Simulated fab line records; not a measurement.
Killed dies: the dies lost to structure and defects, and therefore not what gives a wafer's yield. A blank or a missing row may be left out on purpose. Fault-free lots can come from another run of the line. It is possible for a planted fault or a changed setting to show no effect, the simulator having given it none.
What tool caused it? | flow nand_harc | 42 wafers from 14 lots sampled at 5 of the route's 1159 steps

## WHAT THE GAUGES READ, wafer by wafer
NHARC_A_START_INSPECT_01. Usual: 3.4 for raw_defect_count, sd 1.8.
lot  | measured     | on                | raw_defect_count | flag
L214 | day 6 20:50  | defect_inspect-02 | 8 3 4            |
L213 | day 6 21:28  | defect_inspect-02 | 2 2 1            |
L216 | day 7 06:22  | defect_inspect-01 | 4 3 5            |
L219 | day 8 06:24  | defect_inspect-02 | 3 4 3            |
L221 | day 8 10:04  | defect_inspect-01 | 5 1 1            |
L223 | day 9 00:38  | defect_inspect-01 | 4 3 0            |
L222 | day 9 01:19  | defect_inspect-01 | 5 3 1            |
L225 | day 9 19:38  | defect_inspect-02 | 5 4 3            |
L226 | day 10 09:02 | defect_inspect-02 | 2 4 4            |
L227 | day 10 12:47 | defect_inspect-02 | 2 3 5            |
L228 | day 10 15:01 | defect_inspect-02 | 2 2 1            |
L229 | day 10 17:20 | defect_inspect-02 | 4 3 2            |
L232 | day 11 11:14 | defect_inspect-01 | 3 1 7            |
L233 | day 11 16:50 | defect_inspect-02 | 3 1 5            |

NHARC_A_ONON_D1_THK_MEAS_02: measures by ellipsometry. Usual: 1000 nm for thk_nm, sd 9.6.
lot  | measured     | on            | thk_nm (nm)    | flag
L214 | day 7 19:54  | film_metro-02 | 991 988 987    |
L213 | day 7 19:54  | film_metro-01 | 1014 1015 1013 |
L216 | day 8 04:09  | film_metro-02 | 1000 1002 999  |
L219 | day 9 06:12  | film_metro-02 | 995 998 998    |
L221 | day 9 09:19  | film_metro-02 | 1015 1015 1015 |
L223 | day 10 00:10 | film_metro-01 | 1507 1508 1506 | OFF
L222 | day 10 00:10 | film_metro-02 | 1014 1012 1014 |
L225 | day 10 19:09 | film_metro-01 | 1499 1498 1498 | OFF
L226 | day 11 11:07 | film_metro-01 | 995 997 995    |
L227 | day 11 11:07 | film_metro-02 | 1004 1001 1002 |
L228 | day 11 14:31 | film_metro-01 | 997 995 996    |
L229 | day 11 14:32 | film_metro-02 | 999 1001 1000  |
L232 | day 12 10:58 | film_metro-01 | 989 991 990    |
L233 | day 12 18:13 | film_metro-02 | 1005 1005 1003 |

NHARC_END_SORT_01. Usual: killed_at_array 28, standard deviation 11; killed_at_other 0.8, standard deviation 1.3; killed_at_periphery 3.6, standard deviation 2.5; killed_dies 32, standard deviation 11; killed_open 3.0, standard deviation 1.8; killed_short 2.0, standard deviation 1.5.
lot  | measured     | on        | killed_at_array | killed_at_other | killed_at_periphery | killed_dies | killed_open | killed_short | flag
L223 | day 22 04:41 | prober-01 | 671 671 671     | 1 1 0           | 5 5 6               | 677 677 677 | 2 6 2       | 6 0 6        | OFF
L225 | day 22 12:20 | prober-02 | 676 677 676     | 0 0 0           | 1 0 1               | 677 677 677 | 2 0 2       | 3 2 0        | OFF

## WHICH TOOL RAN EACH LOT (tool, then ch and the chambers of the sampled wafers, then the start)
lot  | NHARC_A_ZERO_WELL_ETCH_13        | NHARC_A_ONON_D1_DEP_00
L214 | rie_si-05 ch 0,3, day 6 21:54    | pecvd_onon-01 ch 0, day 7 19:23
L213 | rie_si-03 ch 0,1,2, day 6 22:33  | pecvd_onon-02 ch 0, day 7 19:27
L216 | rie_si-03 ch 0,1,2, day 7 07:35  | pecvd_onon-01 ch 0, day 8 03:41
L219 | rie_si-05 ch 0,2,3, day 8 07:38  | pecvd_onon-03 ch 0, day 9 05:41
L221 | rie_si-03 ch 1,3, day 8 11:20    | pecvd_onon-03 ch 0, day 9 08:55
L223 | rie_si-03 ch 0,1,2, day 9 01:51  | pecvd_onon-01 ch 0, day 9 23:40
L222 | rie_si-05 ch 0,1,3, day 9 02:32  | pecvd_onon-02 ch 0, day 9 23:43
L225 | rie_si-03 ch 1,2,3, day 9 20:44  | pecvd_onon-01 ch 0, day 10 18:38
L226 | rie_si-02 ch 1,2,3, day 10 10:17 | pecvd_onon-02 ch 0, day 11 10:40
L227 | rie_si-03 ch 1,3, day 10 14:03   | pecvd_onon-03 ch 0, day 11 10:36
L228 | rie_si-05 ch 0,1,3, day 10 16:13 | pecvd_onon-02 ch 0, day 11 14:01
L229 | rie_si-03 ch 0,1,2, day 10 18:32 | pecvd_onon-03 ch 0, day 11 14:02
L232 | rie_si-02 ch 0,1,2, day 11 12:28 | pecvd_onon-02 ch 0, day 12 10:28
L233 | rie_si-05 ch 0,2,3, day 11 18:01 | pecvd_onon-03 ch 0, day 12 17:45
- NHARC_A_ZERO_WELL_ETCH_13: etches the open film in HBr/Cl2, target depth 120 nm, time 40.1 s.
- NHARC_A_ONON_D1_DEP_00: target thk 1000 nm.

## AS READ BY THE TOOLS THEMSELVES (means over the sampled wafers that have a number; for cases with no such wafer, the mark the record gives instead)
NHARC_A_ZERO_WELL_ETCH_13. Usual: drypump_motor_current_A 5.9 A, standard deviation 0.32; he_backside_leak_sccm 2.6 sccm, standard deviation 0.35; oes_product_au 0.998 a.u., standard deviation 0.0076; throttle_valve_pct 26.405 %, standard deviation 0.0094.
lot  | tool      | drypump_motor_current_A (A) | he_backside_leak_sccm (sccm) | oes_product_au (a.u.) | throttle_valve_pct (%) | flag
L214 | rie_si-05 | 5.6                         | 2.8                          | 0.998                 | 26.401                 |
L213 | rie_si-03 | 6.1                         | 2.6                          | 0.997                 | 26.415                 |
L216 | rie_si-03 | 6.2                         | 2.7                          | 0.999                 | 26.404                 |
L219 | rie_si-05 | 5.5                         | 2.8                          | 0.995                 | 26.407                 |
L221 | rie_si-03 | 6.0                         | 2.4                          | 1.000                 | 26.409                 |
L223 | rie_si-03 | 6.2                         | 2.6                          | 1.002                 | 26.416                 |
L222 | rie_si-05 | 5.8                         | 2.6                          | 1.001                 | 26.410                 |
L225 | rie_si-03 | 6.0                         | 2.4                          | 0.989                 | 26.407                 |
L226 | rie_si-02 | 5.7                         | 2.5                          | 0.993                 | 26.393                 |
L227 | rie_si-03 | 5.9                         | 2.5                          | 1.003                 | 26.412                 |
L228 | rie_si-05 | 5.8                         | 2.7                          | 0.999                 | 26.410                 |
L229 | rie_si-03 | 6.2                         | 2.6                          | 1.000                 | 26.396                 |
L232 | rie_si-02 | 5.9                         | 2.7                          | 1.002                 | 26.401                 |
L233 | rie_si-05 | 5.5                         | 2.7                          | 1.007                 | 26.390                 |

## THE ANSWER, worked out from the rows above alone
Rule: a lot is off if the mean of its wafers that have a number lies more than 3 standard deviations from the usual mean. A lot without any number at a reading at which 4 lots or more have one is off too. Any other lot the step has rows for is counted as sound. After the gauges, taken in route order, come the tools' own readings; for these a lot's mean is taken, as printed above. At the first step where some lot is off, the reading lying furthest off is the one used; lots without a number count as furthest.
Off, at NHARC_A_ONON_D1_THK_MEAS_02 on thk_nm: L223, L225.
A tool fits if, at a process step before that reading, it ran every lot that is off, and no sound lot after the first of them. Not tried: the gauges at NHARC_A_ONON_D1_THK_MEAS_02; whatever is off there is also off at NHARC_END_SORT_01, on other tools, and gauge error can't account for it. One candidate fits, namely pecvd_onon-01 at NHARC_A_ONON_D1_DEP_00. Its last sound lot is L216 (day 8 03:41), its first lot that is off L223 (day 9 23:40): a fault that began between those two fits.

## WHAT THE SIMULATOR HAD PUT IN
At NHARC_A_ONON_D1_DEP_00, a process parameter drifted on pecvd_onon-01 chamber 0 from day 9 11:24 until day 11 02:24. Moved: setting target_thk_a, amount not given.
Lots struck among those shown: L223, L225. The same result came from the rule above.
